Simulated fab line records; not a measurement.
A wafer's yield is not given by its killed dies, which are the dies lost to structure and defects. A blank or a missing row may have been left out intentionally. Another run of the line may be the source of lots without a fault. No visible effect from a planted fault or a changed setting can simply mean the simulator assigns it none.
Chamber matching || flow nand-harc || NHARC_P_GATE_ETCH_32 on rie-si-05: 4 sister chambers
The step etches the open film in HBr/Cl2, target depth 150 nm, time 100.1 s. 4 wafers are shown with their chamber, then 9 later ones without.

== WAFERS, EACH WITH ITS CHAMBER ==
{"wafer": "L083.6", "chamber": 0, "drypump-motor-current-A (A)": 5.4}
{"wafer": "L087.1", "chamber": 3, "drypump-motor-current-A (A)": 5.7}
{"wafer": "L087.2", "chamber": 1, "drypump-motor-current-A (A)": 6.1}
{"wafer": "L087.4", "chamber": 2, "drypump-motor-current-A (A)": 6.2}

== WAFERS WHOSE CHAMBER IS MISSING ==
{"wafer": "L092.1", "drypump-motor-current-A (A)": 5.6}
{"wafer": "L092.2", "drypump-motor-current-A (A)": 5.4}
{"wafer": "L092.5", "drypump-motor-current-A (A)": 5.4}
{"wafer": "L093.1", "drypump-motor-current-A (A)": 6.2}
{"wafer": "L093.2", "drypump-motor-current-A (A)": 6.1}
{"wafer": "L093.5", "drypump-motor-current-A (A)": 5.4}
{"wafer": "L096.1", "drypump-motor-current-A (A)": 5.7}
{"wafer": "L096.3", "drypump-motor-current-A (A)": 6.2}
{"wafer": "L096.4", "drypump-motor-current-A (A)": 6.1}

== WHICH CHAMBER EACH WENT THROUGH ==
{"wafer": "L092.1", "from the rows above": 3, "in truth": 3}
{"wafer": "L092.2", "from the rows above": 0, "in truth": 0}
{"wafer": "L092.5", "from the rows above": 0, "in truth": 0}
{"wafer": "L093.1", "from the rows above": 2, "in truth": 2}
{"wafer": "L093.2", "from the rows above": 1, "in truth": 1}
{"wafer": "L093.5", "from the rows above": 0, "in truth": 0}
{"wafer": "L096.1", "from the rows above": 3, "in truth": 3}
{"wafer": "L096.3", "from the rows above": 2, "in truth": 2}
{"wafer": "L096.4", "from the rows above": 1, "in truth": 1}
Correct placement for 9 of the 9. Left unplaced by these rows: 0. Wrongly placed: 0.
How it was worked out, from the rows above alone: a wafer's distance from a chamber is the root of the sum, over the readings, of the square of ((its reading less the chamber's mean) divided by the reading's scatter). If the next closest chamber is less than 2 further off than the closest, the wafer can't be placed; otherwise it belongs to the closest. A chamber's mean is the mean of its shown wafers. The scatter: with one shown wafer a chamber, the root of the mean of the squares of how far each hidden wafer lies from its nearest shown one.
